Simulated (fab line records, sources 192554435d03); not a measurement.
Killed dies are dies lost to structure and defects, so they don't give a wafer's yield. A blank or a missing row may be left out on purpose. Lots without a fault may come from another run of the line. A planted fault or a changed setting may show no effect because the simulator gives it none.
Chamber matching | flow n5_finfet | N5_BEOL_M3_CO_CAP_55 on cvd_co-01: 3 sister chambers
The step material Co, precursor CCTBA/H2, target thk 2 nm, time 102.1 s. 14 wafers are shown with their chamber, then 7 later ones without.

WAFERS WITH THEIR CHAMBER
wafer  | chamber | heater_power_outer_w (W) | heater_power_w (W) | susceptor_temp_C (C)
L077.2 | 0       | 114                      | 217                | 199.92
L077.4 | 0       | 114                      | 229                | 199.87
L077.5 | 0       | 115                      | 219                | 199.81
L078.1 | 0       | 116                      | 222                | 200.01
L078.3 | 0       | 118                      | 226                | 200.26
L078.5 | 0       | 114                      | 221                | 200.20
L081.1 | 0       | 116                      | 224                | 199.94
L081.2 | 2       | 133                      | 235                | 199.82
L081.5 | 0       | 116                      | 225                | 200.06
L086.1 | 0       | 116                      | 226                | 199.53
L086.2 | 1       | 123                      | 231                | 199.97
L086.6 | 2       | 132                      | 243                | 199.61
L090.1 | 1       | 125                      | 231                | 200.02
L090.2 | 0       | 115                      | 221                | 199.89

SIGNATURES (means of the wafers above)
reading              | chamber 0 | chamber 1 | chamber 2 | scatter within a chamber
heater_power_outer_w | 115.40    | 124.00    | 132.50    | 1.24
heater_power_w       | 223.00    | 231.00    | 239.00    | 3.72
susceptor_temp_C     | 199.9490  | 199.9950  | 199.7150  | 0.192
Rule: a wafer's distance from a chamber is the root of the sum, over the readings, of the square of ((its reading less the chamber's mean) divided by the reading's scatter). The wafer belongs to the nearest chamber; if the next one is less than 2 further off, it can't be placed. The scatter: the root of (the sum of the squares of (reading less its chamber's mean) over the shown wafers, divided by (wafers less chambers)).

WAFERS WITHOUT THEIR CHAMBER
wafer  | heater_power_outer_w (W) | heater_power_w (W) | susceptor_temp_C (C)
L090.4 | 117                      | 231                | 200.14
L093.1 | 120                      | 238                | 199.85
L093.3 | 117                      | 229                | 200.03
L093.6 | 121                      | 239                | 199.95
L095.1 | 130                      | 241                | 200.35
L095.2 | 122                      | 231                | 199.73
L095.5 | 114                      | 229                | 200.01

WHICH CHAMBER EACH WENT THROUGH
wafer  | from the rows above     | in truth
L090.4 | 0                       | 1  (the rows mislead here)
L093.1 | can't be placed: 1 or 0 | 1
L093.3 | 0                       | 0
L093.6 | 1                       | 1
L095.1 | can't be placed: 2 or 1 | 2
L095.2 | 1                       | 1
L095.5 | 0                       | 0
Placed correctly: 4 of 7. Can't be placed from these rows: 2 (the true chamber is among the candidates in 2). Placed wrongly: 1.
